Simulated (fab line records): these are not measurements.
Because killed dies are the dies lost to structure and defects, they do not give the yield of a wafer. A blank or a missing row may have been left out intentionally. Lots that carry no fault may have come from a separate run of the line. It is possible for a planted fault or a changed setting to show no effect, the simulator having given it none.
A lot that was struck, set against a sound lot ; flow nand harc ; 14 out of 1302 route steps
Sound: the wafers L102.2, L102.3, L102.6. Wafers struck: L107.3, L107.4, L107.6. At the end, the cause is stated.
Per side, at each step with rows, come the tool, then ch with its chambers, and then its first start. Under that, the readings that differ: sound wafers ; struck wafers ; difference of the means ; sigmas: that difference in standard deviations of wafers without a fault.
alike: readings with means less than 2 such deviations apart, plus words and numbers identical on both sides. not compared: withheld readings, readings lacking a value on some wafer, bounds such as >300 that could conceal the same value, and numbers that have no deviation in the record and whose values overlap.
Wherever a step has rows on one side only, a row that says differs or no value, or a row with sigmas, the two part there. Numbers that don't overlap but have no deviation are shown without sigmas and don't part them. A reading that every wafer of one side lacks parts them only if that side has two wafers or more.

NHARC_A_SOURCE_PLATE_THK_MEAS_06: measures by ellipsometry.
  struck on film metro-02, day 11 04:58; sound on film metro-01, day 8 16:20
  alike: thk nm
NHARC_A_SOURCE_PLATE_INSPECT_08:
  struck on defect inspect-01, day 11 05:01; sound on defect inspect-02, day 8 16:24
  alike: raw defect count
following that, 1 step holds no rows for these wafers, namely NHARC_A_ONON_D1_DEP_00 (target thickness 1000 nm).
NHARC_A_ONON_D1_THK_MEAS_02: measures by ellipsometry.
  struck on film metro-01, day 11 05:37; sound on film metro-02, day 8 16:59
  alike: thk nm
following that, 1 step holds no rows for these wafers, namely NHARC_A_ONON_D1_DEP_03 (target thickness 1000 nm).
NHARC_A_ONON_D1_THK_MEAS_05: measures by ellipsometry.
  struck on film metro-02, day 11 06:10; sound on film metro-01, day 8 17:33
  alike: thk nm
following that, 1 step holds no rows for these wafers, namely NHARC_A_ONON_D1_DEP_06 (target thickness 1000 nm).
NHARC_A_ONON_D1_THK_MEAS_08: measures by ellipsometry.
  struck on film metro-01, day 11 06:45; sound on film metro-01, day 8 18:07
  alike: thk nm
following that, 1 step holds no rows for these wafers, namely NHARC_A_ONON_D1_DEP_09 (target thickness 1000 nm).
NHARC_A_ONON_D1_THK_MEAS_11: measures by ellipsometry.
  struck on film metro-01, day 11 07:19; sound on film metro-01, day 8 18:40
  alike: thk nm
NHARC_A_ONON_D1_DEP_12: target thk 1000 nm.
  sound on pecvd onon-04 ch 0, day 8 18:47; struck on pecvd onon-02 ch 0, day 11 07:29
NHARC_A_ONON_D1_THK_MEAS_14: measures by ellipsometry.
  struck on film metro-02, day 11 07:52; sound on film metro-01, day 8 19:14
reading;sound;struck;difference;sigmas
thk nm (nm);993 991 994;283 281 283;-710;-83
then, 1 step without rows for these wafers: NHARC_A_ONON_D1_ANNEAL_15 (time 3600 s).
-- break in the record here, with 16 days between the starts of the struck wafers on either side (left off in module A_ONON_D1, picked up again in module END, where the first step shown is number 1302 on the route) --
NHARC_END_SORT_01:
  only the struck wafers appear in the record here, on prober-01 ch 0 at day 27 17:40; the sound ones have no rows

== WHERE THEY PART ==
At NHARC_A_ONON_D1_THK_MEAS_14 first; at NHARC_END_SORT_01 last (within this record only).

WHY: the cause the simulator had injected
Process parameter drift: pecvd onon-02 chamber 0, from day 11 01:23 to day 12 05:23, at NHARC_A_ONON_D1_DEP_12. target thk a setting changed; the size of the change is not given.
